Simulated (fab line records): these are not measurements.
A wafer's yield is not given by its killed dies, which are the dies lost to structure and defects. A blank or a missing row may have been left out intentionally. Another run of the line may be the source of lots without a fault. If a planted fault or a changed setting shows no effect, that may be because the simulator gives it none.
A struck lot beside a sound one | flow n5_finfet | 19 out of 1938 route steps
Sound: the wafers L537.3, L537.4, L537.6. Struck: wafers L549.2, L549.4, L549.5. The cause comes at the end.
Per side, at each step with rows, come the tool, then ch with its chambers, and then its first start. Under that, the readings that differ: sound wafers | struck wafers | difference of the means | sigmas: that difference in standard deviations of wafers without a fault.
alike: words and numbers the same on both sides, and readings whose means are apart by under 2 such deviations; not compared: readings that were withheld, readings missing a value for some wafer, numbers with overlapping values and no deviation given by the record, and bounds like >300 which may hide the same value.
Wherever a step has rows on one side only, a row that says differs or no value, or a row with sigmas, the two part there. Numbers that have no deviation but don't overlap get no sigmas and don't part them. Lack of a reading on every wafer of one side parts them only where that side has two or more wafers.

N5_BEOL_M9_ETCH_62: etches SOC in N2/H2, target depth 110 nm, overetch 22 nm, time 165 s.
  sound on rie_diel-06 ch 1,3, day 15 11:59; struck on rie_diel-06 ch 0,1, day 18 22:36
  alike: drypump_motor_current_A, oes_product_au, rf_fwd_power_W, rf_vpp_V, showerhead_plenum_p_Torr, temp_c, throttle_valve_pct
  not compared: rf_hours_counter_h
then, 1 step without rows for these wafers: N5_BEOL_M9_STRIP_68 (strips in N2/H2).
N5_BEOL_M9_STRIP_67: strips in CF4.
  sound on rie_diel-06 ch 1,3, day 15 12:08; struck on rie_diel-06 ch 0,1, day 18 22:44
  alike: drypump_motor_current_A, oes_product_au, rf_vpp_V, showerhead_plenum_p_Torr, throttle_valve_pct
  not compared: rf_hours_counter_h
N5_BEOL_M9_HM_OPEN_17: chemistry Cl2/BCl3, target TiN, target depth 20 nm, overetch 6 nm.
  sound on rie_metal-03 ch 0,1, day 15 12:12; struck on rie_metal-01 ch 0, day 18 22:49
  reading            | sound       | struck       | difference | sigmas
  rf_fwd_power_W (W) | 991 987 983 | 1000 998 998 | +12        | +3
  alike: drypump_motor_current_A, oes_product_au, throttle_valve_pct
  not compared: rf_hours_counter_h
N5_BEOL_M9_STRIP_19: strips in O2.
  sound on rie_diel-03 ch 0,2,3, day 15 12:25; struck on rie_diel-06 ch 0,2,3, day 18 22:59
  alike: drypump_motor_current_A, oes_product_au, rf_vpp_V, showerhead_plenum_p_Torr, temp_c, throttle_valve_pct
  not compared: rf_hours_counter_h
N5_BEOL_M9_CD_MEAS_18: pitch 140 nm, target cd 70 nm.
  sound on cd_sem-03, day 15 12:29; struck on cd_sem-02, day 18 23:03
  alike: cd_nm
then, 6 steps without rows for these wafers: N5_BEOL_M9_COAT_63 (time 60 s, resist thk 60 nm); N5_BEOL_M9_COAT_64 (time 60 s, resist thk 12 nm); N5_BEOL_M9_COAT_75 (time 60 s, resist thk 5 nm); N5_BEOL_M9_COAT_22 (resist thk 30 nm); N5_BEOL_M9_EBR_24; N5_BEOL_M9_SOFTBAKE_23 (time 60 s).
N5_BEOL_M9_EXPOSE_25: exposes mask V8.
  sound on euv_scanner-01 ch 0, day 15 13:37; struck on euv_scanner-01 ch 0, day 18 23:16
  reading                         | sound       | struck      | difference | sigmas
  model.BEOL_M9.overlay_x_nm (nm) | 0.2 0.2 0.2 | 5.8 5.8 5.8 | +5.6       |
  alike: mask
then, 2 steps without rows for these wafers: N5_BEOL_M9_PEB_26 (peb time 60 s); N5_BEOL_M9_DEVELOP_27 (develop time 30 s).
N5_BEOL_M9_CD_MEAS_28 targets a cd of 70 nm.
  sound on cd_sem-02 ch 0, day 15 13:44; struck on cd_sem-02 ch 0, day 18 23:23
  alike: cd_nm
N5_BEOL_M9_OVL_MEAS_29:
  sound on overlay-01 ch 0, day 15 13:46; struck on overlay-02 ch 0, day 18 23:25
  reading     | sound         | struck      | difference | sigmas
  V8_OVL (nm) | 1.3 -0.7 -0.6 | 5.2 4.6 4.8 | +4.9       | +6
N5_BEOL_M9_INSPECT_30: inspects for defects (brightfield).
  sound on defect_inspect-01, day 15 13:49; struck on defect_inspect-02, day 18 23:28
  alike: raw_defect_count
N5_PASSIVATION_PROBE_49:
  the record has rows for the sound wafers here (prober-02, day 18 00:14) and none for the struck ones

== WHERE THEY PART ==
First at N5_BEOL_M9_HM_OPEN_17; last, within this record, at N5_PASSIVATION_PROBE_49.

WHY: what had been put in by the simulator
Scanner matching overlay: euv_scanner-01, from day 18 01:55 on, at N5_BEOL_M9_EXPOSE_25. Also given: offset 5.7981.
